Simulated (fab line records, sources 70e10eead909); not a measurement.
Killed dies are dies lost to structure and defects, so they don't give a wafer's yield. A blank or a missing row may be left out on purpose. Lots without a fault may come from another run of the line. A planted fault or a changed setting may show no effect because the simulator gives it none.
Chamber matching | flow nand_harc | NHARC_A_ZERO_WELL_ETCH_13 on rie_si-06: 4 sister chambers
The step etches the open film in HBr/Cl2, target depth 120 nm, time 40.1 s. 18 wafers are shown with their chamber, then 8 later ones without.

WAFERS WITH THEIR CHAMBER
wafer  | chamber | drypump_motor_current_A (A) | he_backside_leak_sccm (sccm) | oes_product_au (a.u.)
L075.2 | 0       | 5.5                         | 2.5                          | 1.005
L075.3 | 3       | 6.0                         | 2.8                          | 1.007
L075.5 | 3       | 6.0                         | 2.6                          | 1.011
L080.1 | 2       | 5.9                         | 2.6                          | 0.991
L080.2 | 1       | 5.3                         | 2.6                          | 1.001
L080.4 | 3       | 6.0                         | 2.9                          | 1.004
L084.3 | 0       | 5.4                         | 2.4                          | 0.999
L084.5 | 3       | 6.0                         | 2.9                          | 1.000
L083.1 | 0       | 5.4                         | 2.4                          | 1.009
L083.3 | 3       | 6.0                         | 2.8                          | 0.987
L083.4 | 2       | 5.9                         | 2.7                          | 0.993
L088.1 | 1       | 5.2                         | 2.7                          | 1.004
L088.4 | 3       | 6.0                         | 2.7                          | 0.998
L088.6 | 1       | 5.2                         | 2.7                          | 1.001
L090.1 | 1       | 5.2                         | 2.6                          | 0.995
L090.3 | 0       | 5.4                         | 2.6                          | 1.001
L090.6 | 0       | 5.4                         | 2.6                          | 1.011
L092.3 | 0       | 5.4                         | 2.7                          | 0.986

SIGNATURES (means of the wafers above)
reading                 | chamber 0 | chamber 1 | chamber 2 | chamber 3 | scatter within a chamber
drypump_motor_current_A | 5.417     | 5.225     | 5.900     | 6.000     | 0.0336
he_backside_leak_sccm   | 2.533     | 2.650     | 2.650     | 2.783     | 0.106
oes_product_au          | 1.00183   | 1.00025   | 0.99200   | 1.00117   | 0.00756
Rule: a wafer's distance from a chamber is the root of the sum, over the readings, of the square of ((its reading less the chamber's mean) divided by the reading's scatter). The wafer belongs to the nearest chamber; if the next one is less than 2 further off, it can't be placed. The scatter: the root of (the sum of the squares of (reading less its chamber's mean) over the shown wafers, divided by (wafers less chambers)).

WAFERS WITHOUT THEIR CHAMBER
wafer  | drypump_motor_current_A (A) | he_backside_leak_sccm (sccm) | oes_product_au (a.u.)
L092.4 | 6.0                         | 2.7                          | 1.001
L092.6 | 6.0                         | 2.8                          | 1.003
L093.2 | 5.2                         | 2.8                          | 1.006
L093.4 | 5.9                         | 2.6                          | 0.998
L093.5 | 5.9                         | 2.6                          | 0.995
L097.1 | 5.4                         | 2.3                          | 0.994
L097.2 | 5.2                         | 2.7                          | 1.003
L097.5 | 5.4                         | 2.4                          | 0.999

WHICH CHAMBER EACH WENT THROUGH
wafer  | from the rows above | in truth
L092.4 | 3                   | 3
L092.6 | 3                   | 3
L093.2 | 1                   | 1
L093.4 | 2                   | 2
L093.5 | 2                   | 2
L097.1 | 0                   | 0
L097.2 | 1                   | 1
L097.5 | 0                   | 0
Placed correctly: 8 of 8. Can't be placed from these rows: 0. Placed wrongly: 0.
